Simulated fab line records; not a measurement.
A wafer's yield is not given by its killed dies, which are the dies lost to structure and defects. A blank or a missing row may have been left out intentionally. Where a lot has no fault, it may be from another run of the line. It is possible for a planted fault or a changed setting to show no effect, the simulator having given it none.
Lot-split experiment + flow n5_finfet + route with 1938 steps; 7 lots, 21 wafers read

== ABOUT THE SPLIT ==
At N5_BEOL_M9_EXPOSE_08 (exposes mask M9), the setting dose_mj was moved away from the recipe's 53.75 on 10 of the 21 wafers read, by -7.5% to +4.9%. For the rest of the wafers, this setting stayed at what the recipe calls for.

== FROM THE SPLIT TO THE READING: what the file shows between them, 14 steps ==
- N5_BEOL_M9_PEB_09: peb time 60 s
- N5_BEOL_M9_DEVELOP_10: develop time 30 s
- N5_BEOL_M9_CD_MEAS_11: target cd 64.1 nm
- N5_BEOL_M9_DESCUM_16: chemistry O2, time 7.9 s
- N5_BEOL_M9_ETCH_61: etches SiARC in CF4, target depth 39 nm, time 65 s
- N5_BEOL_M9_ETCH_62: etches SOC in N2/H2, target depth 110 nm, overetch 22 nm, time 165 s
- N5_BEOL_M9_STRIP_68: strips in N2/H2
- N5_BEOL_M9_HM_OPEN_17: chemistry Cl2/BCl3, target TiN, target depth 20 nm, overetch 6 nm
- N5_BEOL_M9_STRIP_19: strips in O2
- N5_BEOL_M9_CD_MEAS_18: pitch 140 nm, target cd 70 nm
- N5_BEOL_M9_COAT_63: time 60 s, resist thk 60 nm
- N5_BEOL_M9_COAT_64: time 60 s, resist thk 12 nm
- N5_BEOL_M9_PRECLEAN_42: cleans in residue remover, time 60 s
- N5_BEOL_M9_SRD_43: time 30 s

== THE READING ==
cd_nm, in nm, at N5_BEOL_M9_CD_MEAS_35 (target cd 70 nm, target cd y 40 nm). Typical for fault-free wafers on this fab line: 69.9 nm, with standard deviation 0.63 nm.

| wafer  | tool, chamber at the split | dose_mj as run | against the recipe | cd_nm, nm | against lot-mates on the recipe |
|--------|----------------------------|----------------|--------------------|-----------|---------------------------------|
| L074.1 | arfi_scanner-01, 0         | 53.75          | recipe             | 69.8      | -                               |
| L074.2 | arfi_scanner-01, 0         | 53.75          | recipe             | 69.2      | -                               |
| L074.5 | arfi_scanner-01, 0         | 53.75          | recipe             | 69.1      | -                               |
| L078.1 | arfi_scanner-01, 0         | 53.75          | recipe             | 69.6      | -                               |
| L078.3 | arfi_scanner-01, 0         | 49.74          | -7.5%              | 66.5      | -3.1                            |
| L078.4 | arfi_scanner-01, 0         | 49.74          | -7.5%              | 66.1      | -3.5                            |
| L079.1 | arfi_scanner-01, 0         | 53.75          | recipe             | 69.7      | -                               |
| L079.2 | arfi_scanner-01, 0         | 56.36          | +4.9%              | 72.8      | +3.1                            |
| L079.6 | arfi_scanner-01, 0         | 56.36          | +4.9%              | 72.7      | +3.0                            |
| L080.4 | arfi_scanner-01, 0         | 53.75          | recipe             | 68.4      | -                               |
| L080.5 | arfi_scanner-01, 0         | 50.19          | -6.6%              | 65.9      | -2.5                            |
| L080.6 | arfi_scanner-01, 0         | 50.19          | -6.6%              | 66.1      | -2.3                            |
| L084.2 | arfi_scanner-03, 0         | 53.75          | recipe             | 69.1      | -                               |
| L084.3 | arfi_scanner-03, 0         | 53.75          | recipe             | 70.0      | -                               |
| L084.4 | arfi_scanner-03, 0         | 53.75          | recipe             | 69.4      | -                               |
| L089.2 | arfi_scanner-01, 0         | 55.92          | +4.0%              | 71.4      | +0.9                            |
| L089.3 | arfi_scanner-01, 0         | 55.92          | +4.0%              | 71.6      | +1.1                            |
| L089.4 | arfi_scanner-01, 0         | 53.75          | recipe             | 70.5      | -                               |
| L091.1 | arfi_scanner-03, 0         | 50.21          | -6.6%              | 65.9      | -4.3                            |
| L091.2 | arfi_scanner-03, 0         | 50.21          | -6.6%              | 66.1      | -4.1                            |
| L091.6 | arfi_scanner-03, 0         | 53.75          | recipe             | 70.2      | -                               |

FIT RESULTS
A straight line over all 21 wafers: cd_nm changes by +0.523 nm for each +1% of dose_mj; r = +0.97; the points scatter about the line by 0.53 nm.
The same after taking each lot's own level away (the mean of its wafers on the recipe; 21 wafers): +0.475 nm for each +1%; r = +0.96; scatter 0.61 nm.
That fit puts the effect of the largest move of dose_mj on the reading at 3.5 nm.
Across the lots, their own levels run from 68.40 to 70.50 nm, a range of 3.3 times the standard deviation given above.
In other words, the slope is changed by the lot-to-lot level; the two fits disagree.
Check: with one of the wafers moved furthest among these (-7.5%) left out of the fit, the line predicts -3.66 nm for it against its lot-mates. It came out at -3.1 nm against them.

== THE OTHER SPLITS THESE WAFERS WENT THROUGH ==
Note: prior to the reading, these wafers also went through further splits. Each is held against what the fit with the lots' levels taken away leaves over:
| other split on the same wafers | wafers away from the commonest value | r with cd_nm (lot level and that fit taken away) |
|--------------------------------|--------------------------------------|--------------------------------------------------|
| N5_BEOL_M8_EXPOSE_08 dose_mj   | 10                                   | -0.38                                            |

== THE WHOLE CHAIN: every reading that the file lists as answering this split, in the file's order ==
| step                  | what it does                                       | reading                                                               | change (the file's fit)               | r (the file's) |
|-----------------------|----------------------------------------------------|-----------------------------------------------------------------------|---------------------------------------|----------------|
| N5_BEOL_M9_CD_MEAS_11 | target cd 64.1 nm                                  | cd_nm                                                                 | +0.52 nm for each +1% of the setting  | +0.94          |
| N5_BEOL_M9_ETCH_61    | etches SiARC in CF4, target depth 39 nm, time 65 s | BEOL_M9.cd_offset_nm (the simulator's own value, which no gauge read) | +0.512 nm for each +1% of the setting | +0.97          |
| N5_BEOL_M9_CD_MEAS_18 | pitch 140 nm, target cd 70 nm                      | cd_nm                                                                 | +0.484 nm for each +1% of the setting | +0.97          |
| N5_BEOL_M9_CD_MEAS_35 | target cd 70 nm, target cd y 40 nm                 | cd_nm                                                                 | +0.472 nm for each +1% of the setting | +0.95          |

== FILE'S OWN FIT ==
cd_nm changes by +0.472 nm for each +1% of dose_mj, r = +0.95.
